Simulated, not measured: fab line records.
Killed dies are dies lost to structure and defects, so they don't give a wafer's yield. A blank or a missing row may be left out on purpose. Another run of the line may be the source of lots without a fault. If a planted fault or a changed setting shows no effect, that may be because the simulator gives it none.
A struck lot beside a sound one -- flow nand harc -- 15 steps out of a route of 1302
Sound: the wafers L706.3, L706.4, L706.5. The struck wafers were L718.1, L718.3, L718.6. The cause comes at the end.
For every step that has rows: the tool of each side, followed by ch and its chambers, followed by its first start. Under that, the readings that differ: sound wafers -- struck wafers -- difference of the means -- sigmas: that difference in standard deviations of wafers without a fault.
alike: words and numbers the same on both sides, and readings whose means are apart by under 2 such deviations; not compared: readings that were withheld, readings missing a value for some wafer, numbers with overlapping values and no deviation given by the record, and bounds like >300 which may hide the same value.
A row with sigmas, a row that says differs or no value, or rows on one side alone: a step with any of these is where the two part. Non-overlapping numbers with no deviation appear without sigmas and do not part them. A reading missing from all wafers of one side parts the sides only when that side holds two or more wafers.

first, 2 steps without rows for these wafers: NHARC_P_GATE_PEB_09 (peb time 85 s); NHARC_P_GATE_DEVELOP_10 (time 70 s).
NHARC_P_GATE_CD_MEAS_11 targets a cd of 1640 nm.
  sound on cd sem-03 ch 0, day 4 10:33; struck on cd sem-01 ch 0, day 9 10:19
  alike: cd nm
then, 1 step without rows for these wafers: NHARC_P_GATE_HARDBAKE_12 (time 80 s).
NHARC_P_GATE_DESCUM_13: chemistry O2, time 3 s.
  sound on rie diel-09 ch 1,3, day 4 10:43; struck on rie diel-08 ch 2,3, day 9 10:29
reading,sound,struck,difference,sigmas
drypump motor current A (A),5.3 5.2 5.3,6.3 6.5 6.5,+1.2,+2
  alike: oes product au, rf vpp V, showerhead plenum p Torr, throttle valve pct
  not compared: rf hours counter h
then, 6 steps without rows for these wafers: NHARC_P_GATE_ETCH_14 (etches SiO2 in dHF, target depth 48.8 nm); NHARC_P_GATE_STRIP_15 (strips in SPM, time 780 s); NHARC_P_GATE_PRECLEAN_71 (cleans in SC1); NHARC_P_GATE_SRD_72; NHARC_P_GATE_OXIDE_16 (material SiO2, target thk 3 nm, ox time 392 s); NHARC_P_GATE_CVD_17 (deposits poly-Si, target thk 150 nm, time 900 s).
NHARC_P_GATE_HM_DEP_102: deposits aC, target thk 120 nm.
  sound on acl dep-03 ch 0, day 4 23:41; struck on acl dep-01 ch 0, day 9 23:19
  alike: throttle valve pct
NHARC_P_GATE_DEP_103: deposits SiON, target thk 30 nm.
  sound on pecvd-01 ch 0,2, day 5 00:13; struck on pecvd-01 ch 1, day 10 00:25
  alike: heater power w
then, 1 step without rows for these wafers: NHARC_P_GATE_DEHYDRATE_18 (time 120 s).
-- record jumps: 19 days between struck wafers' starts before vs after; left off in module P_GATE, resumes in module END, first step shown is number 1302 of the route --
NHARC_END_SORT_01:
  sound on prober-01 ch 0, day 24 20:32; struck on prober-02 ch 0, day 29 01:35
reading,sound,struck,difference,sigmas
killed at array,95 98 78,28,-62,-2
killed dies,97 100 78,30,-62,-2
  alike: killed at other, killed at periphery, killed open, killed short

## WHERE THEY PART
Last at NHARC_END_SORT_01 as far as this record goes, first at NHARC_P_GATE_DESCUM_13.

WHY: the cause the simulator had injected
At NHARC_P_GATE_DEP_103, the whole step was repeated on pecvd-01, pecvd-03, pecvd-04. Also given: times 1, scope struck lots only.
